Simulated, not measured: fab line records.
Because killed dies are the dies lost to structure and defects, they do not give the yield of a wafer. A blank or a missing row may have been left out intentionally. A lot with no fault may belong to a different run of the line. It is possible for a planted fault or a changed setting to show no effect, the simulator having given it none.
Matching of chambers || flow n5-finfet || N5_HKMG_FIN_ALD_74 on ald-hk-03 has 4 sister chambers
The step deposits La2O3, target thk 0.5 nm, pulse time 6 s, co reactant pulse time 1 s. 14 wafers are shown with their chamber, then 7 later ones without.

EACH WAFER AND ITS CHAMBER
{"wafer": "L346.1", "chamber": 1, "heater-power-w (W)": 317, "precursor-pulse-height-rel": 0.983}
{"wafer": "L346.3", "chamber": 0, "heater-power-w (W)": 360, "precursor-pulse-height-rel": 1.016}
{"wafer": "L346.5", "chamber": 0, "heater-power-w (W)": 367, "precursor-pulse-height-rel": 1.014}
{"wafer": "L347.1", "chamber": 0, "heater-power-w (W)": 365, "precursor-pulse-height-rel": 1.005}
{"wafer": "L347.4", "chamber": 3, "heater-power-w (W)": 409, "precursor-pulse-height-rel": 0.984}
{"wafer": "L347.6", "chamber": 3, "heater-power-w (W)": 405, "precursor-pulse-height-rel": 1.024}
{"wafer": "L361.2", "chamber": 1, "heater-power-w (W)": 315, "precursor-pulse-height-rel": 0.997}
{"wafer": "L361.3", "chamber": 2, "heater-power-w (W)": 369, "precursor-pulse-height-rel": 1.029}
{"wafer": "L361.4", "chamber": 0, "heater-power-w (W)": 369, "precursor-pulse-height-rel": 1.035}
{"wafer": "L363.1", "chamber": 1, "heater-power-w (W)": 314, "precursor-pulse-height-rel": 1.001}
{"wafer": "L363.2", "chamber": 3, "heater-power-w (W)": 400, "precursor-pulse-height-rel": 1.020}
{"wafer": "L363.5", "chamber": 2, "heater-power-w (W)": 371, "precursor-pulse-height-rel": 0.990}
{"wafer": "L364.4", "chamber": 2, "heater-power-w (W)": 365, "precursor-pulse-height-rel": 1.025}
{"wafer": "L364.5", "chamber": 0, "heater-power-w (W)": 361, "precursor-pulse-height-rel": 0.984}

SIGNATURES (means of the wafers above)
{"reading": "heater-power-w", "chamber 0": 364.40, "chamber 1": 315.33, "chamber 2": 368.33, "chamber 3": 404.67, "scatter within a chamber": 3.51}
{"reading": "precursor-pulse-height-rel", "chamber 0": 1.01080, "chamber 1": 0.99367, "chamber 2": 1.01467, "chamber 3": 1.00933, "scatter within a chamber": 0.0186}
Rule: distance of a wafer from a chamber = root of the sum over the readings of ((wafer's reading minus chamber's mean) / reading's scatter) squared. The wafer belongs to the nearest chamber; if the next one is less than 2 further off, it can't be placed. How the scatter is found: for the shown wafers, subtract from each reading the mean of its chamber, square and add these, divide the total by (wafers less chambers), then take the root.

WAFERS WHOSE CHAMBER IS MISSING
{"wafer": "L364.6", "heater-power-w (W)": 406, "precursor-pulse-height-rel": 0.995}
{"wafer": "L367.1", "heater-power-w (W)": 363, "precursor-pulse-height-rel": 1.004}
{"wafer": "L367.2", "heater-power-w (W)": 317, "precursor-pulse-height-rel": 0.985}
{"wafer": "L367.6", "heater-power-w (W)": 374, "precursor-pulse-height-rel": 1.010}
{"wafer": "L368.1", "heater-power-w (W)": 378, "precursor-pulse-height-rel": 0.998}
{"wafer": "L368.3", "heater-power-w (W)": 377, "precursor-pulse-height-rel": 1.017}
{"wafer": "L368.5", "heater-power-w (W)": 363, "precursor-pulse-height-rel": 0.971}

WHICH CHAMBER EACH ONE RAN IN
{"wafer": "L364.6", "from the rows above": 3, "in truth": 3}
{"wafer": "L367.1", "from the rows above": "can't be placed: 0 or 2", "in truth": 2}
{"wafer": "L367.2", "from the rows above": 1, "in truth": 1}
{"wafer": "L367.6", "from the rows above": "can't be placed: 2 or 0", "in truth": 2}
{"wafer": "L368.1", "from the rows above": "can't be placed: 2 or 0", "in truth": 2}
{"wafer": "L368.3", "from the rows above": "can't be placed: 2 or 0", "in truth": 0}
{"wafer": "L368.5", "from the rows above": "can't be placed: 0 or 2", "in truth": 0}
2 of 7 placed correctly. These rows do not allow placing 5 (true chamber among the candidates in 5). Wrongly placed: 0.
